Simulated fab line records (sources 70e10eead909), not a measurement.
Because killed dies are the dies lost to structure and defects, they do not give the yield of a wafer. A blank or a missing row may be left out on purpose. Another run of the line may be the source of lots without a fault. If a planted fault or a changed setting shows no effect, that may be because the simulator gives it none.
Which tool is to blame? -- flow nand-harc -- 12 lots, 36 wafers sampled, at 6 steps of a route of 1302

WHAT THE GAUGES READ, wafer by wafer
NHARC_A_CHANNEL_HOLE_D1_CD_MEAS_30.
lot,measured,on,cd-nm (nm)
L403,day 9 09:14,cd-sem-02,92.0 92.1 92.3
L404,day 9 18:41,cd-sem-02,92.5 88.0 93.0
L406,day 10 08:56,cd-sem-03,94.4 88.3 92.0
L413,day 13 04:03,cd-sem-02,90.6 90.6 91.0
L414,day 13 18:40,cd-sem-02,91.4 90.6 90.0
L416,day 14 19:56,cd-sem-02,91.5 91.2 91.5
L418,day 15 12:41,cd-sem-03,87.6 91.4 89.8
L419,day 16 02:29,cd-sem-03,89.9 92.4 89.1
L421,day 17 01:52,cd-sem-03,91.2 90.6 90.4
L423,day 17 18:28,cd-sem-02,91.2 92.4 90.8
L424,day 17 22:38,cd-sem-03,90.8 90.0 90.3
L425,day 18 07:40,cd-sem-03,93.2 91.9 91.4

NHARC_A_DECK1_JOINT_THK_MEAS_14: measures by ellipsometry.
lot,measured,on,thk-nm (nm)
L403,day 11 22:17,film-metro-02,50.1 52.1 48.0
L404,day 12 07:22,film-metro-01,52.6 49.9 50.1
L406,day 12 20:57,film-metro-01,50.6 47.9 47.5
L413,day 15 16:09,film-metro-02,89.9 88.8 89.8
L414,day 16 05:50,film-metro-02,88.6 88.6 90.3
L416,day 17 06:00,film-metro-01,89.6 87.2 88.1
L418,day 18 00:35,film-metro-02,50.0 51.9 51.5
L419,day 18 17:59,film-metro-01,49.9 50.2 51.4
L421,day 19 17:20,film-metro-01,50.9 47.6 49.0
L423,day 20 06:16,film-metro-01,50.6 51.8 50.2
L424,day 20 11:25,film-metro-02,52.0 50.6 50.5
L425,day 20 19:38,film-metro-02,51.2 51.0 48.9

NHARC_END_SORT_01.
lot,measured,on,killed-at-array,killed-at-other,killed-at-periphery,killed-dies,killed-open,killed-short
L413,day 28 21:36,prober-01,665 662 668,1 2 1,11 13 8,677 677 677,3 3 3,2 5 2
L414,day 29 06:41,prober-02,674 674 674,1 1 1,2 2 2,677 677 677,2 3 4,1 2 3
L416,day 29 22:22,prober-01,667 668 671,0 1 0,10 8 6,677 677 677,7 2 0,4 3 2

WHAT TOOL EACH LOT RAN ON (gives the tool, then ch and the chambers of the sampled wafers, and finally the start)
lot,NHARC_A_CHANNEL_HOLE_D1_ETCH_33,NHARC_A_CHANNEL_FILL_D1_ALD_02,NHARC_A_DECK1_JOINT_CMP_13
L403,"har-etch-01 ch 0,1, day 9 07:43","ald-hk-02 ch 0,2,3, day 9 09:36","cmp-04 ch 0,2,3, day 11 22:01"
L404,"har-etch-02 ch 0,1, day 9 16:44","ald-hk-03 ch 0,2,3, day 9 19:05","cmp-03 ch 0,1,2, day 12 07:07"
L406,"har-etch-01 ch 0,1, day 10 07:24","ald-hk-03 ch 0,1,3, day 10 09:23","cmp-04 ch 0,2,3, day 12 20:43"
L413,"har-etch-02 ch 0,1, day 13 02:30","ald-hk-03 ch 0,1,3, day 13 04:30","cmp-03 ch 0,1,3, day 15 15:57"
L414,"har-etch-02 ch 0,1, day 13 17:08","ald-hk-02 ch 0,1,3, day 13 19:22","cmp-04 ch 1,2, day 16 05:34"
L416,"har-etch-02 ch 0,1, day 14 18:09","ald-hk-04 ch 0,2,3, day 14 20:20","cmp-04 ch 0,1,3, day 17 05:44"
L418,"har-etch-01 ch 0,1, day 15 10:56","ald-hk-04 ch 0,3, day 15 13:04","cmp-03 ch 1,3, day 18 00:22"
L419,"har-etch-02 ch 0,1, day 16 00:56","ald-hk-03 ch 2,3, day 16 02:57","cmp-01 ch 0,1,2, day 18 17:49"
L421,"har-etch-01 ch 0,1, day 17 00:23","ald-hk-03 ch 1,2,3, day 17 02:59","cmp-04 ch 0,3, day 19 17:06"
L423,"har-etch-02 ch 0,1, day 17 16:55","ald-hk-02 ch 0,2,3, day 17 18:59","cmp-01 ch 0,2,3, day 20 06:01"
L424,"har-etch-02 ch 0,1, day 17 21:08","ald-hk-04 ch 1,2,3, day 17 23:09","cmp-03 ch 0,1, day 20 11:10"
L425,"har-etch-01 ch 0,1, day 18 06:07","ald-hk-04 ch 0,2,3, day 18 08:02","cmp-01 ch 0,1,3, day 20 19:23"
- NHARC_A_CHANNEL_HOLE_D1_ETCH_33: etches the open film in C4F8/O2/Ar, time 90 s, target depth 400 nm.
- NHARC_A_CHANNEL_FILL_D1_ALD_02: deposits SiO2, target thk 6 nm, pulse time 10 s, ald cycles 60.
- NHARC_A_DECK1_JOINT_CMP_13: polishes, target thk 51.023 nm.

WHAT THE TOOLS THEMSELVES READ (means of the sampled wafers that have a number; where no wafer has one, the mark that the record gives instead)
NHARC_A_CHANNEL_HOLE_D1_ETCH_33.
lot,tool,drypump-motor-current-A (A),he-backside-leak-sccm (sccm),rf-fwd-power-W (W),showerhead-plenum-p-Torr (Torr),throttle-valve-pct (%)
L403,har-etch-01,5.53,5.2,1987,3.69,27.624
L404,har-etch-02,5.86,7.0,1990,3.52,27.615
L406,har-etch-01,5.34,5.3,1989,3.59,27.629
L413,har-etch-02,5.84,7.5,1986,3.53,27.614
L414,har-etch-02,5.86,7.5,1990,3.52,27.623
L416,har-etch-02,5.85,7.5,1989,3.49,27.618
L418,har-etch-01,5.53,5.7,1986,3.64,27.620
L419,har-etch-02,5.86,7.9,2002,3.51,27.628
L421,har-etch-01,5.37,5.7,1985,3.54,27.623
L423,har-etch-02,5.85,4.6,1986,3.98,27.598
L424,har-etch-02,5.85,4.8,1986,3.98,27.615
L425,har-etch-01,5.36,5.8,1991,3.53,27.617

NHARC_A_CHANNEL_FILL_D1_ALD_02.
lot,tool,heater-power-w (W),precursor-pulse-height-rel
L403,ald-hk-02,443,0.993
L404,ald-hk-03,496,0.997
L406,ald-hk-03,484,1.009
L413,ald-hk-03,485,1.002
L414,ald-hk-02,434,0.997
L416,ald-hk-04,485,0.999
L418,ald-hk-04,441,0.986
L419,ald-hk-03,497,1.009
L421,ald-hk-03,498,0.997
L423,ald-hk-02,436,1.016
L424,ald-hk-04,499,0.970
L425,ald-hk-04,479,1.002

NHARC_A_DECK1_JOINT_CMP_13.
lot,tool,edge-zone-pressure-frac,motor-current-A (A),time-to-endpoint-s (s)
L403,cmp-04,1.000,11.7,5
L404,cmp-03,0.996,12.5,6
L406,cmp-04,0.999,11.7,6
L413,cmp-03,-,-,-
L414,cmp-04,-,-,-
L416,cmp-04,-,-,-
L418,cmp-03,1.000,12.4,10
L419,cmp-01,0.998,11.8,10
L421,cmp-04,0.997,11.4,3
L423,cmp-01,0.996,12.2,8
L424,cmp-03,1.003,12.4,9
L425,cmp-01,1.005,12.0,11

THE ANSWER, worked out from the rows above alone
Rule: what is usual is taken from the lots themselves. Put in order of their means at a reading, lots are off if they are a third of the lots or fewer, leave a main group of 4 or more, and stand apart from it by a gap of 3 or more times the standard deviation of the main group's means; of several such gaps the widest counts. A main group whose means are all the same, to the digits that the tables above print for the reading, isn't used. A lot without any number at a reading at which 4 lots or more have one is off too. The other lots that the step has rows for count as sound. After the gauges, taken in route order, come the tools' own readings; for these a lot's mean is taken, as printed above. The first step at which some lot is off is used, and at that step the reading that is off furthest; a lot without a number counts as furthest.
Off at NHARC_A_DECK1_JOINT_THK_MEAS_14 (thk-nm): L413, L414, L416. For the main group the mean is 50.3 nm and the standard deviation 0.81.
If a tool, at a process step before that reading, ran all the lots that are off and no sound lot after the first of them, it fits. The gauges at NHARC_A_DECK1_JOINT_THK_MEAS_14 aren't tried: what is off there is off at NHARC_A_DECK1_JOINT_CMP_13 too, on other tools, and a gauge's error can't cause that. Not one of the candidates tried fits.

WHAT HAD BEEN PUT IN BY THE SIMULATOR
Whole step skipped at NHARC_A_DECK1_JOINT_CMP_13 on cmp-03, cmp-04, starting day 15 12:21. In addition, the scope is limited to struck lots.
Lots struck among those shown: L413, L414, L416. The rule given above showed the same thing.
